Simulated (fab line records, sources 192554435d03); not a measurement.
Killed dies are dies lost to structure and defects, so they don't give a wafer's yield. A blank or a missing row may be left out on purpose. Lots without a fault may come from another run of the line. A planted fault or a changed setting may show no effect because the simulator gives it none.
Problem report in the 8D (eight disciplines) form, filled by code | flow n5_finfet | the parts of the form that need people (team, actions taken, sign-off) are left out

1. THE PROBLEM
run_length_s at N5_BEOL_M4_CVD_47 reads a mean of 243.5 s on 3 wafers of 3 lots; wafers without a fault read 247.0 s with a standard deviation of 0.4. That is -8.8 standard deviations from the usual mean.
The step: deposits Co from CCTBA/H2, target thk 3 nm, time 223.8 s.
First seen on wafer L481.3, day 12 14:55, on cvd_co-02. The record holds 31 wafers of 11 lots with a number at this step. Rule for "out", or "out of limits": more than 4 standard deviations from the usual mean. The other wafers with a number count as sound.

2. WHAT IT IS AND WHAT IT IS NOT
question                    | is                     | is not
which readings at this step | run_length_s           | -
which lots                  | L481, L482, L483       | L463, L464, L465, L469, L471, L474, L475, L486
which wafers of those lots  | L481.3, L482.1, L483.1 | L481.4, L482.2, L482.5, L483.4
read on which tools         | cvd_co-02              | cvd_co-01
when                        | from day 12 14:55      | up to then (22 sound wafers); but 6 sound wafers of L482, L483, L486 came after

3. SUSPECTS, AND WHAT RULES EACH OUT
Counting: a tool at a process step up to the reading stays a suspect if it ran every lot that is out. Sound lots after the first of them don't rule it out here, since some wafers of a struck lot are sound.
- cvd_co-02 at N5_BEOL_M4_CVD_47 (deposits Co from CCTBA/H2, target thk 3 nm, time 223.8 s): kept. It ran every lot that is out, first L481 (day 12 14:55); its last sound lot up to then is L475 (day 11 04:02). Its own readings are out on those wafers: run_length_s.
Left after counting: cvd_co-02 at N5_BEOL_M4_CVD_47.

4. THE CAUSE (what the simulator had put in)
Process parameter drift: cvd_co-02, from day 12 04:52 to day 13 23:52, at N5_BEOL_M4_CVD_47. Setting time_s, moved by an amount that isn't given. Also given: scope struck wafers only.
Counting left only this tool.

5. THE CHAIN OF EFFECTS, in route order
Each row: a reading whose mean over the struck wafers that have a number lies more than 3 standard deviations from the usual. Only readings for which the record gives a usual standard deviation are gone through. hours: the time from each lot's start at the first step in this table that gives one to its start at this step, as a median over the lots. sigmas: the change in usual standard deviations.
hours | step              | reading      | usual   | on struck wafers | change | sigmas
0     | N5_BEOL_M4_CVD_47 | run_length_s | 247.0 s | 243.5            | -3.5   | -8.8
The process steps in it:
- N5_BEOL_M4_CVD_47: deposits Co from CCTBA/H2, target thk 3 nm, time 223.8 s.
Later measuring or inspecting steps at which every struck wafer that the step has a row for has a number for every such reading, and none has moved that far: N5_BEOL_M4_RC_MEAS_101.

6. WHAT WOULD HAVE CAUGHT IT SOONER
In this record the first reading out of limits was taken at day 12 14:55, 10 hours after the fault began at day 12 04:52.
